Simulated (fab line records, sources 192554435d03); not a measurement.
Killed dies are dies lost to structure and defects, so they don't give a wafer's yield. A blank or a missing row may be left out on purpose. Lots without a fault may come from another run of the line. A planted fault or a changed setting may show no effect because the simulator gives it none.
fab line records | flow n5_finfet
record lots=4 wafers=12 last_day=15
route steps=1938 shown MOL_CONTACT_COAG@519 PASSIVATION@1936
lots that met no fault: from a run of the same line without faults
start_h: hours from the record's first day to the start of the lot's first wafer shown | wait_h: hours since the lot's step before | " the same as in the row above | L1.1+2: a row that stands for several wafers | - no value, or no start given | * or withheld: withheld | < > ~ a bound
route shown NAME@n: a module of which the file shows steps, and the number in the route of the first | usual: mean/standard deviation of fault-free wafers | same: alike in all rows | chamber/n: place in a boat | sites: the reading at each site | _std_site: their standard deviation | _edge_site: outer sites' mean less inner sites' | radius_mm: how far each site lies from the wafer's centre | mask NAME#n: copy n | behind: the tool/chamber that last shaped the wafer | hold: why the lot was held/for how many hours/how that ended | device: the transistor (n, p or np) that didn't switch | end of line: the same wafers' tests at the end of the route | a step without rows: its recipe alone | killed: dies lost to structure and defects at the first sort, not the wafer's yield | map: a wafer's dies, x killed, . not, _ none there
set.NAME: the setting as run; set.NAME@STEP: as run at that earlier step | model.NAME: the simulator's own value behind a step, which no gauge read
lots at some steps of the route; a table a step, a row a wafer
services: from which hour (start_h, from the record's first day; less than 0 if before it) a tool's chamber was out of use, for how many hours, and why
## steps
# step N5_MOL_CONTACT_COAG_COAT_58
# recipe resist=underlayer temp_c=205 time_s=60 spin_rpm=1500 resist_thk_nm=10
# step N5_MOL_CONTACT_COAG_COAT_02
# recipe resist=CAR-EUV spin_rpm=1500 resist_thk_nm=30
# step N5_MOL_CONTACT_COAG_EBR_04
# recipe solvent=PGMEA ebr_width_mm=1.5
# step N5_MOL_CONTACT_COAG_SOFTBAKE_03
# recipe temp_c=110 time_s=60 resist=CAR-EUV
# step N5_MOL_CONTACT_COAG_EXPOSE_05
# recipe mask_id=CA na=0.33 source_shape=annular sigma_inner=0.4 sigma_outer=0.8 polarization=unpolarized defocus_nm=0 dose_mj=38.25
# step N5_MOL_CONTACT_COAG_PEB_06
# recipe peb_temp_c=100 peb_time_s=60 resist=CAR-EUV
# step N5_MOL_CONTACT_COAG_DEVELOP_07
# recipe develop_time_s=30 developer=TMAH resist=CAR-EUV rinse_liquid=surfactant_rinse dry=air_spin dev_temp_c=23
# step N5_MOL_CONTACT_COAG_DESCUM_13
# recipe chemistry=O2 time_s=7 source_power_w=50 bias_power_w=20 pressure_mtorr=20 rf_frequency_hz=2.712e+07 temp_c=40 resist=CAR-EUV o2_flow_sccm=225
# step N5_MOL_CONTACT_COAG_ETCH_59
# recipe chemistry=N2/H2 target=underlayer target_depth_a=130 mask_material=CAR-EUV time_s=10.4 ion_energy_ev=200 pressure_mtorr=30 source_w=840 bias_w=150 n2_flow_sccm=200 h2_flow_sccm=200 ends=cleared
# step N5_MOL_CONTACT_COAG_ETCH_105
# recipe chemistry=CF4 target=SiARC target_depth_a=156 mask_material=CAR-EUV time_s=26 ion_energy_ev=80 pressure_mtorr=40 source_w=545 bias_w=36 Ar_flow_sccm=100 cf4_flow_sccm=100 ends=cleared
# usual chamber_pressure_mTorr=40.01/0.038 drypump_motor_current_A=5.4/0.39 etch_rf_on_time_s=26.0/1.1 oes_product_au=0.67/0.072 rf_vpp_V=183.9/1.4 showerhead_plenum_p_Torr=2.13/0.081 throttle_valve_pct=15.62/0.26
# columns lot.wafer tool chamber start_h wait_h chamber_pressure_mTorr drypump_motor_current_A etch_rf_on_time_s oes_product_au rf_hours_counter_h rf_vpp_V showerhead_plenum_p_Torr throttle_valve_pct
L853.1 rie_diel-01 3 127.13 0.0 40.02 6.0 26.9 0.61 185 186.3 2.21 15.67
L853.2 " 1 " " 39.94 5.2 26.6 0.64 132 182.8 2.13 15.64
L853.5 " 3 " " 39.96 5.9 26.8 0.61 - 185.1 2.21 15.68
L855.1 rie_diel-04 3 134.26 0.0 40.02 5.1 25.4 0.60 242 183.6 2.19 15.55
L855.4 " 0 " " 39.95 6.0 27.2 0.57 246 185.0 2.19 15.71
L855.6 " 0 " " 40.02 6.0 27.4 0.57 - 184.1 2.19 15.71
L860.3 rie_diel-01 0 174.04 0.0 40.08 6.0 26.9 0.77 35 183.8 2.10 15.37
L860.5 " 1 " " 40.04 5.2 26.7 0.63 - 183.3 2.13 15.68
L860.6 " 0 " " 39.97 6.0 26.7 0.77 - 182.9 2.10 15.39
L862.2 rie_diel-01 0 186.35 0.0 40.02 6.0 26.8 0.77 41 184.0 2.10 15.40
L862.3 " 2 " " 40.04 5.4 25.2 0.73 72 183.1 2.17 15.46
L862.5 " 3 " " 39.98 5.9 26.8 0.59 - 185.3 2.20 15.73
# step N5_MOL_CONTACT_COAG_ETCH_106
# recipe chemistry=N2/H2 target=SOC target_depth_a=800 overetch_a=160 mask_material=SiARC temp_c=40 time_s=120 ion_energy_ev=200 pressure_mtorr=30 source_w=840 bias_w=150 n2_flow_sccm=200 h2_flow_sccm=200
# step N5_MOL_CONTACT_COAG_STRIP_107
# recipe chemistry=N2/H2 temp_c=40 n2_flow_sccm=200 h2_flow_sccm=200 rf_frequency_hz=6e+07
# step N5_MOL_CONTACT_COAG_STRIP_108
# recipe chemistry=N2/H2 temp_c=40 n2_flow_sccm=200 h2_flow_sccm=200 rf_frequency_hz=6e+07
# step N5_MOL_CONTACT_COAG_CONTACT_ETCH_14
# recipe chemistry=C4F6/O2 target=SiO2 target_depth_a=275 overetch_a=85 mask_material=SOC pressure_mtorr=30 source_w=370 bias_w=185 Ar_flow_sccm=300 C4F6_flow_sccm=16 O2_flow_sccm=10 time_s=20 ion_energy_ev=259.6
# step N5_MOL_CONTACT_COAG_STRIP_109
# recipe chemistry=C4F6/O2 resist=SiARC rf_frequency_hz=6e+07
# step N5_MOL_CONTACT_COAG_ETCH_15
# recipe chemistry=CH3F/O2 target=SiNx target_depth_a=70 mask_material=SOC stop_on=Si:P over_etch_frac=0.75 ion_energy_ev=120 pressure_mtorr=30 source_w=395 bias_w=73 Ar_flow_sccm=150 CH3F_flow_sccm=30 O2_flow_sccm=20
# step N5_MOL_CONTACT_COAG_ETCH_110
# recipe chemistry=CF4/O2 target=Si target_depth_a=25 time_s=8 pressure_mtorr=100 source_w=200 bias_w=12 ion_energy_ev=60 Ar_flow_sccm=100 cf4_flow_sccm=100 O2_flow_sccm=10
# step N5_MOL_CONTACT_COAG_STRIP_98
# recipe chemistry=N2/H2 power_w=500 temp_c=40 pressure_mtorr=50 rf_frequency_hz=6e+07 overash_fraction=0.3 bias_power_w=8 h2_frac=0.5 n2_flow_sccm=300 h2_flow_sccm=300
# step N5_MOL_CONTACT_COAG_IMPLANT_129
# recipe species=Ge energy_kev=3 dose_cm2=6e+14 tilt_deg=0 rotation_deg=0
# step N5_MOL_CONTACT_COAG_PRECLEAN_111
# recipe chemistry=NF3:NH3 afs_cycles=1 temp_c=30 time_s=20 sublimation_temp_c=180 sublimation_time_s=60 pressure_torr=3 rf_power_w=30
# step N5_MOL_CONTACT_COAG_TI_SIL_19
# recipe material=Ti target_thk_a=42 temp_c=200 chamber_pressure_pa=5 power_w=5000 time_s=15
# step N5_MOL_CONTACT_COAG_ALD_20
# recipe material=TiN target_thk_a=15 temp_c=400 ald_precursor_family=TiCl4 ald_co_reactant=NH3 pulse_time_s=1 purge_time_s=3 co_reactant_purge_time_s=2 co_reactant_pulse_time_s=2 ald_cycles=68 pressure_torr=3
# step N5_MOL_CONTACT_COAG_SIL_ANNEAL_21
# recipe temp_c=550 time_s=60 ambient=N2
# step N5_MOL_CONTACT_COAG_PRE_CLEAN_141
# recipe gas=H2/He time_s=60 temp_c=300
# step N5_MOL_CONTACT_COAG_SPUTTER_143
# recipe material=Co target_thk_a=25 temp_c=25 chamber_pressure_pa=0.2
# step N5_MOL_CONTACT_COAG_CO_FILL_22
# recipe material=Co target_thk_a=200 temp_c=200 precursor=CCTBA/H2 pressure_torr=30
# step N5_MOL_CONTACT_COAG_ANNEAL_113
# recipe temp_c=400 time_s=300 ambient=H2/N2
# step N5_MOL_CONTACT_COAG_PRE_CLEAN_142
# recipe gas=H2/He time_s=60 temp_c=300
# step N5_MOL_CONTACT_COAG_SPUTTER_130
# recipe material=Co target_thk_a=475 temp_c=25 chamber_pressure_pa=0.5 power_w=3000
# step N5_MOL_CONTACT_COAG_PRECLEAN_125
# recipe chemistry=DIW time_s=57.5 temp_c=23
# step N5_MOL_CONTACT_COAG_SRD_126
# recipe dry_time_s=32 dry=n2_spin spin_rpm=1500
# step N5_MOL_CONTACT_COAG_CMP_23
# recipe stop_on=SiO2 t_overpolish_s=1.5 post_cmp_clean=cu_alkaline down_force_psi=2 platen_rpm=50.289 pad_velocity_m_s=1.0006 target_thk_nm=0
# step N5_MOL_CONTACT_COAG_WET_ETCH_26
# recipe target=Co target_depth_nm=13
# step N5_MOL_CONTACT_COAG_WET_ETCH_116
# recipe chemistry=SC1-inhibited target_depth_nm=4.6 dry=ipa_marangoni rinse_time_s=30 rinse_temp_c=23
# step N5_MOL_CONTACT_COAG_ALD_27
# recipe material=SiOC target_thk_a=170 temp_c=400 ald_precursor_family=carbosiloxane ald_co_reactant=H2-plasma pulse_time_s=1.5 time_s=2720 purge_time_s=2 co_reactant_purge_time_s=2 ald_cycles=340 pressure_torr=2
# step N5_MOL_CONTACT_COAG_CMP_28
# recipe stop_on=SiNx t_overpolish_s=0.85 post_cmp_clean=alkaline_brush down_force_psi=4.15 platen_rpm=51.8 pad_velocity_m_s=1.0307 target_thk_nm=14.522
# step N5_PASSIVATION_PROBE_49
# usual defect_limited_yield=91.1/1.6 killed_at_M0_to_M3=35/11 killed_at_M4_up=13/5.4 killed_at_contacts=13/6.5 killed_at_front_end=40/14 killed_at_other=4/3.1 killed_dies=105/18 killed_open=69/14 killed_short=34/7.3 sort_bin_5_function=5.2/0.96 sort_bin_6_memory=3.4/0.77 sort_n_pass=1075/19 sort_yield_pct=91.1/1.6
# same gross_dies=1180 killed_at_back_side=0 sort_bin_4_leakage[%]=0 sort_bin_8_speed[%]=0
# columns lot.wafer tool chamber start_h wait_h defect_limited_yield[%] killed_at_M0_to_M3 killed_at_M4_up killed_at_contacts killed_at_front_end killed_at_other killed_dies killed_open killed_short sort_bin_5_function[%] sort_bin_6_memory[%] sort_n_pass sort_yield_pct[%]
L860.3 prober-02 - 367.98 0.1 84.8 36 14 101 26 2 179 63 25 9.9 3.7 1001 84.8
L860.5 prober-02 - 368.08 0.2 86.1 44 21 62 33 4 164 83 32 8.4 4.3 1016 86.1
L860.6 prober-02 - 368.13 0.3 83.6 47 18 102 22 4 193 64 35 9.3 5.7 987 83.6
L862.2 prober-01 - 370.03 0.1 84.2 31 13 121 17 4 186 55 39 10.4 3.9 994 84.2
L862.3 prober-01 - 370.08 0.1 84.6 37 6 102 26 11 182 58 30 9.8 3.7 998 84.6
L862.5 prober-01 - 370.18 0.2 83.8 22 17 115 32 5 191 64 31 11.1 4.3 989 83.8
# killed by level:class
L860.3 MOL_CONTACT_COAG:unspecified=91 BEOL_M1:geometric_particle:open=17 FIN_SAQP:geometric_particle:open=7 MOL_CONTACT_COAG:geometric_particle:open=7 BEOL_M2:geometric_particle:open=6 BEOL_M4:geometric_particle:open=5 FIN_SAQP:geometric_particle:short=4 BEOL_M2:geometric_particle:short=4
L860.5 MOL_CONTACT_COAG:unspecified=49 BEOL_M1:geometric_particle:open=21 STI_FIN_REVEAL:geometric_particle:open=13 BEOL_M4:geometric_particle:open=9 BEOL_M0_SAQP:geometric_particle:short=8 MOL_CONTACT_COAG:geometric_particle:open=7 BEOL_M2:geometric_particle:open=7 MOL_CONTACT_COAG:geometric_particle:short=6
L860.6 MOL_CONTACT_COAG:unspecified=93 BEOL_M0_SAQP:geometric_particle:short=13 BEOL_M0_SAQP:geometric_particle:open=11 MOL_CONTACT_COAG:geometric_particle:open=9 BEOL_M2:geometric_particle:open=9 FIN_SAQP:geometric_particle:open=8 BEOL_M1:geometric_particle:open=6 BEOL_M4:geometric_particle:open=5
L862.2 MOL_CONTACT_COAG:unspecified=92 MOL_CONTACT_COAG:geometric_particle:short=15 MOL_CONTACT_COAG:geometric_particle:open=14 BEOL_M3:geometric_particle:open=12 BEOL_M0_SAQP:geometric_particle:short=7 FIN_SAQP:geometric_particle:short=6 BEOL_M5:geometric_particle:open=5 STI_FIN_REVEAL:geometric_particle:open=4
L862.3 MOL_CONTACT_COAG:unspecified=88 MOL_CONTACT_COAG:geometric_particle:open=13 BEOL_M1:geometric_particle:open=7 FIN_SAQP:geometric_particle:short=6 BEOL_M0_SAQP:geometric_particle:open=6 BEOL_M2:geometric_particle:open=6 BEOL_M3:geometric_particle:open=5 MIM_TOP_ETCH:geometric_particle:open=5
L862.5 MOL_CONTACT_COAG:unspecified=93 MOL_CONTACT_COAG:geometric_particle:open=20 FIN_SAQP:geometric_particle:short=12 BEOL_M4:geometric_particle:open=7 BEOL_M0_SAQP:geometric_particle:open=6 FIN_SAQP:geometric_particle:open=5 STI_FIN_REVEAL:geometric_particle:open=5 BEOL_M0_SAQP:geometric_particle:short=5
# map L860.6 (x killed, . not)
_________________..........x.________________
______________.x.x.............._____________
___________.............x.x........__________
__________.....x...................._________
________............x..............x.._______
_______...xxx.......x........x.......x.______
______................x................._____
_____......x.............................____
____x...............x...x...........x....x___
___................................x.......__
___x...x.........x.......x..xx.............__
__................xx.x.........x......x....x_
__.......x...x..xxx....x...........x........_
_..........xxx.xxxx.x..........x..........x..
_..........x.xxxxxx..x...............x...x...
_.x........xxx.xxxxxxx.....x.x........xx.....
_x........x.xxxxxxxxxxx..x...................
_x.....x.x..xxxxxxx.xx...x...................
_..x..x...xxxxxxxxxxxxx.........x............
_.....x.....xxxxxxx.xxx...x.....x.....x....xx
_.x...x..x..x.xxxxx..........................
__x...........x..xxxx.xx.....x.............._
__...x.......x.x..xxx.x....................._
___x...............x..............x........__
___...x.......x.x...x..............x.....x.__
____...............x............x.......x.___
_____..x..x...x.............x.x..x.......____
______........x.....x..................._____
_______.....................x..x.......______
________.........x....x.....x......x.x_______
__________...x..................x..x_________
___________........................__________
______________x.x..x............_____________
_________________............________________
# map L862.5 (x killed, . not)
_________________...xx.......________________
______________.x....x..........._____________
___________..................x.....__________
__________......x....x.............x_________
________.............................._______
_______.......x...........xx...........______
______xxx......xx..x............x......._____
_____....x....xx.x.....x...........x....x____
____...x..................................___
___............x...x.................x.....__
___......................x...........x....x__
__.x.....x.....x..x..x...x.......x.........._
__x.x.......x........x............x......x.._
_................x.........x.................
_..............x..........x......x...........
_x..........x.........x...........x..........
_..x......................x..................
_...........................x.....x..........
_.......................x....................
_.....x...................x.x.......xx....x.x
_..x..x..x.......xx.............x............
__..x....xx.....x.........................x._
__............x...x....................x...._
___...x..........x......x................x.__
___...x..xx...xxx.xxxxxx.x..............x..__
____.......xxx.xxx.xx....x........x....x..___
_____........xxxxxxxxx..xx...............____
______.......xxxxxxxxxx........x........_____
_______x...xxxxxxxxxxx.x.x.............______
________x.xxx.xxxxxxx.xx..x..........._______
__________..xxxxxxxxx..x............_________
___________.xxxxxxxxx..x...........__________
______________xxxx..xx.x........_____________
_________________.xxx..x...x.________________
## services
# columns tool chamber start_h hours kind
rie_diel-04 0 146.67 - clean
rie_diel-04 0 146.67 - consumable_replace:focus_ring
rie_diel-04 0 146.67 13.9 scheduled_down
rie_diel-04 0 146.67 13.9 vent_cycle
rie_diel-04 3 160.57 - clean
rie_diel-04 3 160.57 - consumable_replace:focus_ring
rie_diel-04 3 160.57 28.2 scheduled_down
rie_diel-04 3 160.57 28.2 vent_cycle
## key
first_sign step=N5_PASSIVATION_PROBE_49 reading=killed_at_contacts direction=up sigmas=13 usual=13 struck=100
effect step=N5_PASSIVATION_PROBE_49 reading=defect_limited_yield direction=down sigmas=4.2 usual=91.1 struck=84.5
more_kills_born_at N5_MOL_CONTACT_COAG_ETCH_105@rie_diel-01=506
met_at N5_MOL_CONTACT_COAG_ETCH_105
struck_wafers L860.3,L860.5,L860.6,L862.2,L862.3,L862.5
onset_between 127.13 174.04
also_fits time
fault kind=chamber_particle_source tool=rie_diel-01 chamber=- onset_h=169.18 steps=N5_MOL_CONTACT_COAG_ETCH_105 rate_per_visit_cm2=0.4289 end_h=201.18
